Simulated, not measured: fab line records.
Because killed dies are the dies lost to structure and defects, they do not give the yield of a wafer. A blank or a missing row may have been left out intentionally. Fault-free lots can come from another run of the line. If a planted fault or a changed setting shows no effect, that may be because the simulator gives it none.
fab line records | flow n5Finfet | part 2 of 2: steps 5 to 6 of 6
[record] lots = 21 | wafers = 63 | lastDay = 18
route steps=1938 shown BEOL_M9@1443 BEOL_M10@1491
lots untouched by any fault: they come from a run of this same line in which no faults occurred
startH: start of the lot's first displayed wafer, in hours after the record's first day | waitH: hours from the lot's prior step to this one | " unchanged from the row above | L1.1+2: a row that stands for several wafers | - either no value or no given start | * or withheld: withheld | < > ~ a bound
route shown NAME@n: NAME is a module with steps in the file, n the number in the route of the first one | usual: average and standard deviation across the fault-free wafers | same: alike in all rows | chamber/n: place in a boat | sites: the reading at each site | _std_site: the standard deviation of these | _edge_site: the outer-site mean with the inner-site mean subtracted | radiusMm: how far each site lies from the wafer's centre | mask NAME#n: copy n | behind: the tool/chamber that last shaped the wafer | hold: what put the lot on hold/how long, in hours/how the hold closed | device: which transistor (n, p or np) failed to switch | end of line: tests run on the same wafers once the route is complete | a step without rows: its recipe alone | killed: at the first sort, the dies lost to defects and structure; wafer yield is something else | map: per-die view of a wafer (x killed, . not killed, _ where there is no die)
set.NAME: the run value of the setting; set.NAME@STEP: its run value at that earlier step | model.NAME: the simulator's own value behind a step, which no gauge read
the route's steps for a sample of lots (tables are steps, rows are wafers)
services: from which hour (startH, from the record's first day; less than 0 if before it) a tool's chamber was out of use, for how many hours, and why
[[steps]]
[step N5_BEOL_M10_HM_OPEN_17]
[recipe] chemistry = Cl2/BCl3 | targetDepthA = 200 | overetchA = 60 | target = TiN | maskMaterial = SOC | ionEnergyEv = 150 | pressureMtorr = 10 | icpW = 1000 | biasW = 126 | Cl2_flow_sccm = 53.25 | bcl3FlowSccm = 21.75 | Ar_flow_sccm = 25
[usual] drypumpMotorCurrentA = 5.9/0.32 | mfcCl2Sccm = 53.25/0.16 | oesProductAu = 0.66/0.085 | throttleValvePct = 22.00/0.11
lot.wafer | tool        | chamber | startH | waitH | drypumpMotorCurrentA | mfcCl2Sccm | oesProductAu | rfHoursCounterH | throttleValvePct
L074.1    | rieMetal-02 | 1       | 217.65 | 0.0   | 6.2                  | 53.25      | 0.78         | 7               | 21.79
L074.4    | "           | 0       | "      | "     | 6.2                  | 53.30      | 0.68         | -               | 22.05
L074.5    | "           | 0       | "      | "     | 6.2                  | 53.22      | 0.68         | -               | 22.06
L075.2    | rieMetal-02 | 0       | 226.39 | 0.0   | 6.2                  | 53.22      | 0.68         | 36              | 22.05
L075.4    | "           | 1       | "      | "     | 6.2                  | 53.29      | 0.76         | -               | 21.80
L075.6    | "           | 1       | "      | "     | 6.2                  | 53.39      | 0.76         | -               | 21.80
L077.1    | rieMetal-01 | 1       | 235.93 | 0.0   | 5.4                  | 53.53      | 0.54         | 111             | 22.17
L077.2    | "           | 0       | "      | "     | 5.6                  | 53.63      | 0.74         | 17              | 22.02
L077.5    | "           | 0       | "      | "     | 5.5                  | 53.34      | 0.75         | -               | 22.03
L076.1    | rieMetal-03 | 0       | 237.67 | 0.0   | 6.1                  | 52.89      | 0.55         | 106             | 21.95
L076.2    | "           | 1       | "      | "     | 5.8                  | 53.06      | 0.66         | 45              | 21.95
L076.4    | "           | 1       | "      | "     | 5.8                  | 53.29      | 0.66         | -               | 21.98
L078.2    | rieMetal-01 | 0       | 243.67 | 0.0   | 5.6                  | 53.27      | 0.74         | 18              | 22.02
L078.4    | "           | 0       | "      | "     | 5.6                  | 53.40      | 0.75         | -               | 22.03
L078.6    | "           | 0       | "      | "     | 5.6                  | 53.28      | 0.74         | -               | 22.04
L079.3    | rieMetal-01 | 1       | 244.56 | 0.1   | 5.3                  | 53.31      | 0.54         | -               | 22.20
L079.4    | "           | 0       | "      | "     | 5.6                  | 53.28      | 0.74         | -               | 22.05
L079.6    | "           | 1       | "      | "     | 5.3                  | 53.19      | 0.53         | -               | 22.21
L080.3    | rieMetal-01 | 1       | 252.29 | 0.1   | 5.4                  | 53.06      | 0.54         | -               | 22.20
L080.5    | "           | 1       | "      | "     | 5.4                  | 53.29      | 0.53         | -               | 22.19
L080.6    | "           | 0       | "      | "     | 5.5                  | 52.88      | 0.73         | -               | 22.04
L081.2    | rieMetal-03 | 0       | 255.69 | 0.0   | 6.1                  | 53.29      | 0.55         | 108             | 21.93
L081.3    | "           | 1       | "      | "     | 5.8                  | 53.19      | 0.66         | -               | 21.97
L081.4    | "           | 0       | "      | "     | 6.1                  | 53.28      | 0.55         | -               | 21.96
L083.1    | rieMetal-03 | 1       | 262.91 | 0.0   | 5.8                  | 53.15      | 0.66         | 48              | 21.99
L083.2    | "           | 0       | "      | "     | 6.1                  | 53.05      | 0.54         | 109             | 21.96
L083.3    | "           | 1       | "      | "     | 5.8                  | 53.38      | 0.66         | -               | 21.97
L082.2    | rieMetal-01 | 0       | 263.44 | 0.0   | 5.5                  | 53.50      | 0.74         | 19              | 22.03
L082.4    | "           | 0       | "      | "     | 5.6                  | 53.20      | 0.74         | -               | 22.03
L082.6    | "           | 1       | "      | "     | 5.4                  | 53.18      | 0.54         | -               | 22.19
L084.2    | rieMetal-02 | 1       | 275.57 | 0.0   | 6.2                  | 52.97      | 0.75         | 12              | 21.80
L084.4    | "           | 1       | "      | "     | 6.2                  | 53.27      | 0.75         | -               | 21.80
L084.5    | "           | 1       | "      | "     | 6.2                  | 53.14      | 0.76         | -               | 21.79
L085.1    | rieMetal-03 | 1       | 285.72 | 0.0   | 5.8                  | 53.22      | 0.66         | 49              | 21.97
L085.3    | "           | 1       | "      | "     | 5.8                  | 53.11      | 0.66         | -               | 21.96
L085.5    | "           | 1       | "      | "     | 5.8                  | 53.19      | 0.66         | -               | 21.98
L089.1    | rieMetal-03 | 1       | 303.38 | 0.0   | 5.8                  | 53.07      | 0.65         | 52              | 21.97
L089.5    | "           | 1       | "      | "     | 5.8                  | 53.10      | 0.65         | -               | 21.97
L089.6    | "           | 0       | "      | "     | 6.1                  | 53.02      | 0.54         | -               | 21.96
L090.1    | rieMetal-03 | 1       | 309.75 | 0.0   | 5.8                  | 53.22      | 0.64         | 52              | 22.00
L090.3    | "           | 0       | "      | "     | 6.2                  | 53.21      | 0.53         | -               | 21.99
L090.4    | "           | 1       | "      | "     | 5.8                  | 53.42      | 0.64         | -               | 21.99
L088.1    | rieMetal-02 | 0       | 312.66 | 0.0   | 6.1                  | 53.35      | 0.66         | 45              | 22.07
L088.4    | "           | 1       | "      | "     | 6.2                  | 53.23      | 0.75         | -               | 21.80
L088.6    | "           | 0       | "      | "     | 6.1                  | 53.50      | 0.66         | -               | 22.07
L091.2    | rieMetal-03 | 0       | 327.83 | 0.0   | 6.2                  | 53.24      | 0.54         | 115             | 21.96
L091.5    | "           | 0       | "      | "     | 6.1                  | 53.27      | 0.54         | -               | 21.97
L091.6    | "           | 1       | "      | "     | 5.8                  | 53.20      | 0.65         | -               | 21.98
L092.1    | rieMetal-02 | 0       | 331.97 | 0.0   | 6.2                  | 53.45      | 0.65         | 47              | 22.07
L092.2    | "           | 1       | "      | "     | 6.2                  | 53.20      | 0.74         | 19              | 21.80
L092.4    | "           | 0       | "      | "     | 6.2                  | 53.24      | 0.67         | -               | 22.08
L094.1    | rieMetal-02 | 0       | 332.12 | 0.0   | 6.2                  | 53.38      | 0.66         | 47              | 22.08
L094.5    | "           | 1       | "      | "     | 6.2                  | 53.42      | 0.73         | -               | 21.81
L094.6    | "           | 0       | "      | "     | 6.2                  | 53.36      | 0.66         | -               | 22.08
L095.3    | rieMetal-03 | 1       | 339.36 | 0.1   | 5.8                  | 53.14      | 0.65         | -               | 21.99
L095.4    | "           | 1       | "      | "     | 5.8                  | 53.14      | 0.65         | -               | 21.99
L095.6    | "           | 1       | "      | "     | 5.8                  | 53.08      | 0.65         | -               | 21.96
L096.1    | rieMetal-01 | 1       | 356.22 | 0.0   | 5.3                  | 53.15      | 0.82         | 1               | 21.98
L096.4    | "           | 1       | "      | "     | 5.3                  | 53.15      | 0.82         | -               | 21.98
L096.5    | "           | 0       | "      | "     | 5.6                  | 53.35      | 0.71         | -               | 22.07
L097.1    | rieMetal-01 | 1       | 368.19 | 0.0   | 5.4                  | 53.35      | 0.81         | 3               | 21.96
L097.3    | "           | 1       | "      | "     | 5.3                  | 53.45      | 0.82         | -               | 21.99
L097.5    | "           | 1       | "      | "     | 5.4                  | 53.60      | 0.82         | -               | 21.99
[step N5_BEOL_M10_ETCH_66]
[recipe] chemistry = N2/H2 | target = SOC | targetDepthA = 1200 | overetchA = 240 | maskMaterial = SiARC | tempC = 40 | timeS = 180 | ionEnergyEv = 200 | pressureMtorr = 30 | sourceW = 840 | biasW = 150 | n2FlowSccm = 200 | h2FlowSccm = 200
[usual] drypumpMotorCurrentA = 5.5/0.44 | oesProductAu = 0.65/0.057 | rfVppV = 523.8/2.7 | showerheadPlenumPTorr = 2.54/0.094 | throttleValvePct = 17.79/0.19
lot.wafer | tool       | chamber | startH | waitH | drypumpMotorCurrentA | oesProductAu | rfHoursCounterH | rfVppV | showerheadPlenumPTorr | throttleValvePct
L074.1    | rieDiel-01 | 2       | 218.83 | 0.0   | 5.3                  | 0.63         | 128             | 519.1  | 2.44                  | 17.75
L074.4    | "          | 0       | "      | "     | 6.2                  | 0.56         | 240             | 524.4  | 2.52                  | 18.29
L074.5    | "          | 2       | "      | "     | 5.3                  | 0.62         | -               | 520.4  | 2.45                  | 17.78
L075.2    | rieDiel-01 | 2       | 227.88 | 0.0   | 5.3                  | 0.62         | 132             | 521.8  | 2.44                  | 17.77
L075.4    | "          | 0       | "      | "     | 6.2                  | 0.56         | 243             | 524.0  | 2.51                  | 18.28
L075.6    | "          | 2       | "      | "     | 5.3                  | 0.62         | -               | 521.1  | 2.44                  | 17.77
L077.1    | rieDiel-06 | 1       | 236.58 | 0.0   | 6.3                  | 0.68         | 61              | 527.8  | 2.69                  | 17.94
L077.2    | "          | 2       | "      | "     | 5.8                  | 0.57         | 232             | 523.4  | 2.51                  | 18.03
L077.5    | "          | 0       | "      | "     | 4.8                  | 0.66         | -               | 527.9  | 2.67                  | 17.88
L076.1    | rieDiel-01 | 0       | 238.78 | 0.0   | 6.2                  | 0.56         | 247             | 523.8  | 2.51                  | 18.29
L076.2    | "          | 2       | "      | "     | 5.3                  | 0.62         | 136             | 521.9  | 2.44                  | 17.77
L076.4    | "          | 1       | "      | "     | 5.6                  | 0.55         | 245             | 522.3  | 2.50                  | 17.98
L078.2    | rieDiel-05 | 1       | 246.49 | 0.0   | 6.1                  | 0.71         | 41              | 525.1  | 2.58                  | 17.54
L078.4    | "          | 0       | "      | "     | 5.5                  | 0.68         | 60              | 521.8  | 2.47                  | 17.55
L078.6    | "          | 3       | "      | "     | 5.0                  | 0.68         | -               | 528.3  | 2.69                  | 17.54
L079.3    | rieDiel-01 | 1       | 246.89 | 0.0   | 5.6                  | 0.55         | 248             | 522.8  | 2.49                  | 17.99
L079.4    | "          | 1       | "      | "     | 5.7                  | 0.55         | -               | 522.4  | 2.49                  | 17.99
L079.6    | "          | 3       | "      | "     | 5.3                  | 0.63         | -               | 521.3  | 2.45                  | 17.58
L080.3    | rieDiel-01 | 3       | 254.10 | 0.0   | 5.4                  | 0.63         | 125             | 520.9  | 2.45                  | 17.58
L080.5    | "          | 1       | "      | "     | 5.7                  | 0.55         | -               | 522.5  | 2.49                  | 18.00
L080.6    | "          | 3       | "      | "     | 5.4                  | 0.64         | -               | 521.0  | 2.45                  | 17.58
L081.2    | rieDiel-05 | 0       | 257.74 | 0.0   | 5.5                  | 0.68         | 65              | 520.8  | 2.47                  | 17.59
L081.3    | "          | 3       | "      | "     | 5.0                  | 0.68         | 55              | 527.7  | 2.69                  | 17.57
L081.4    | "          | 2       | "      | "     | 5.7                  | 0.66         | 96              | 521.1  | 2.45                  | 18.01
L083.1    | rieDiel-06 | 0       | 263.68 | 0.0   | 4.8                  | 0.65         | 87              | 528.6  | 2.67                  | 17.88
L083.2    | "          | 3       | "      | "     | 5.7                  | 0.75         | 10              | 524.5  | 2.60                  | 17.80
L083.3    | "          | 1       | "      | "     | 6.2                  | 0.67         | 73              | 527.6  | 2.69                  | 17.97
L082.2    | rieDiel-01 | 0       | 264.25 | 0.0   | 6.2                  | 0.80         | 0               | 522.1  | 2.51                  | 17.86
L082.4    | "          | 0       | "      | "     | 6.2                  | 0.80         | -               | 522.6  | 2.51                  | 17.86
L082.6    | "          | 2       | "      | "     | 5.3                  | 0.60         | -               | 520.2  | 2.44                  | 17.78
L084.2    | rieDiel-06 | 2       | 279.37 | 0.0   | 5.8                  | 0.56         | 243             | 522.6  | 2.50                  | 18.07
L084.4    | "          | 0       | "      | "     | 4.8                  | 0.65         | 94              | 527.4  | 2.67                  | 17.88
L084.5    | "          | 2       | "      | "     | 5.8                  | 0.56         | -               | 523.5  | 2.50                  | 18.04
L085.1    | rieDiel-01 | 0       | 290.26 | 0.0   | 6.2                  | 0.75         | 12              | 522.7  | 2.51                  | 17.89
L085.3    | "          | 3       | "      | "     | 5.4                  | 0.62         | 142             | 520.3  | 2.44                  | 17.61
L085.5    | "          | 0       | "      | "     | 6.2                  | 0.75         | -               | 522.1  | 2.51                  | 17.89
L089.1    | rieDiel-01 | 3       | 305.30 | 0.0   | 5.4                  | 0.62         | 148             | 521.4  | 2.44                  | 17.62
L089.5    | "          | 3       | "      | "     | 5.3                  | 0.62         | -               | 521.3  | 2.44                  | 17.60
L089.6    | "          | 2       | "      | "     | 5.3                  | 0.60         | -               | 520.3  | 2.43                  | 17.82
L090.1    | rieDiel-06 | 1       | 310.44 | 0.0   | 6.2                  | 0.65         | 92              | 529.2  | 2.68                  | 18.01
L090.3    | "          | 0       | "      | "     | 4.8                  | 0.64         | 106             | 527.5  | 2.66                  | 17.92
L090.4    | "          | 3       | "      | "     | 5.7                  | 0.71         | -               | 524.7  | 2.59                  | 17.81
L088.1    | rieDiel-01 | 2       | 313.74 | 0.0   | 5.2                  | 0.59         | 169             | 519.7  | 2.43                  | 17.82
L088.4    | "          | 3       | "      | "     | 5.3                  | 0.61         | 152             | 522.2  | 2.44                  | 17.62
L088.6    | "          | 1       | "      | "     | 5.7                  | 0.77         | -               | 521.5  | 2.49                  | 17.56
L091.2    | rieDiel-06 | 0       | 330.45 | 0.0   | 4.8                  | 0.64         | 113             | 527.8  | 2.66                  | 17.93
L091.5    | "          | 1       | "      | "     | 6.3                  | 0.64         | -               | 526.8  | 2.68                  | 18.02
L091.6    | "          | 0       | "      | "     | 4.8                  | 0.64         | -               | 527.0  | 2.66                  | 17.92
L094.1    | rieDiel-05 | 1       | 334.67 | 0.0   | 6.1                  | 0.67         | 73              | 525.2  | 2.56                  | 17.60
L094.5    | "          | 1       | "      | "     | 6.1                  | 0.67         | -               | 523.9  | 2.56                  | 17.60
L094.6    | "          | 0       | "      | "     | 5.5                  | 0.64         | -               | 522.7  | 2.46                  | 17.63
L092.1    | rieDiel-06 | 2       | 334.76 | 0.0   | 5.8                  | 0.76         | 5               | 523.0  | 2.50                  | 17.65
L092.2    | "          | 3       | "      | "     | 5.7                  | 0.70         | 39              | 526.3  | 2.59                  | 17.83
L092.4    | "          | 3       | "      | "     | 5.8                  | 0.69         | -               | 526.3  | 2.59                  | 17.83
L095.3    | rieDiel-05 | 2       | 340.11 | 0.0   | 5.6                  | 0.64         | 125             | 521.8  | 2.44                  | 18.06
L095.4    | "          | 1       | "      | "     | 6.1                  | 0.66         | 76              | 525.7  | 2.56                  | 17.58
L095.6    | "          | 3       | "      | "     | 5.0                  | 0.64         | -               | 527.4  | 2.68                  | 17.61
L096.1    | rieDiel-06 | 2       | 357.25 | 0.0   | 5.8                  | 0.75         | 11              | 523.8  | 2.50                  | 17.65
L096.4    | "          | 3       | "      | "     | 5.7                  | 0.69         | 50              | 525.1  | 2.58                  | 17.85
L096.5    | "          | 1       | "      | "     | 6.2                  | 0.63         | -               | 527.6  | 2.67                  | 18.03
L097.1    | rieDiel-05 | 2       | 370.12 | 0.0   | 5.7                  | 0.64         | 135             | 520.6  | 2.44                  | 18.09
L097.3    | "          | 1       | "      | "     | 6.1                  | 0.65         | 86              | 525.7  | 2.56                  | 17.60
L097.5    | "          | 2       | "      | "     | 5.7                  | 0.63         | -               | 521.9  | 2.44                  | 18.09
[[services]]
tool         | chamber | startH | hours | kind
rieDiel-04   | 2       | 185.70 | -     | clean
rieDiel-06   | -       | 186.01 | 2.8   | pm
aldMetal-03  | 3       | 188.01 | 4.7   | repair
rieDiel-06   | 2       | 193.07 | 5.0   | repair
rieMetal-03  | -       | 220.80 | 1.4   | pm
aldMetal-01  | -       | 230.84 | 8.7   | pm
rieDiel-06   | 0       | 248.46 | 12.2  | repair
rieDiel-04   | 2       | 250.08 | 2.5   | repair
rieDiel-06   | 2       | 253.30 | 11.7  | repair
rieDiel-04   | 3       | 257.50 | 8.1   | repair
rtpAnneal-02 | -       | 260.73 | 4.3   | pm
rieDiel-02   | -       | 270.26 | 14.6  | pm
aldMetal-04  | -       | 275.00 | 4.3   | pm
rieDiel-02   | -       | 289.47 | 0.3   | repair
rtpAnneal-02 | -       | 293.34 | 3.0   | pm
aldMetal-01  | 1       | 320.48 | 60.7  | repair
rieDiel-06   | 0       | 323.11 | 6.4   | repair
rieDiel-05   | -       | 328.94 | 1.0   | repair
aldMetal-04  | 3       | 329.19 | 18.9  | repair
rieDiel-06   | 1       | 331.98 | 7.0   | repair
aldMetal-01  | -       | 337.25 | 14.0  | pm
rieDiel-01   | 3       | 338.74 | 10.4  | repair
rieDiel-06   | 2       | 343.55 | 9.0   | repair
rieDiel-01   | 1       | 346.23 | 5.1   | repair
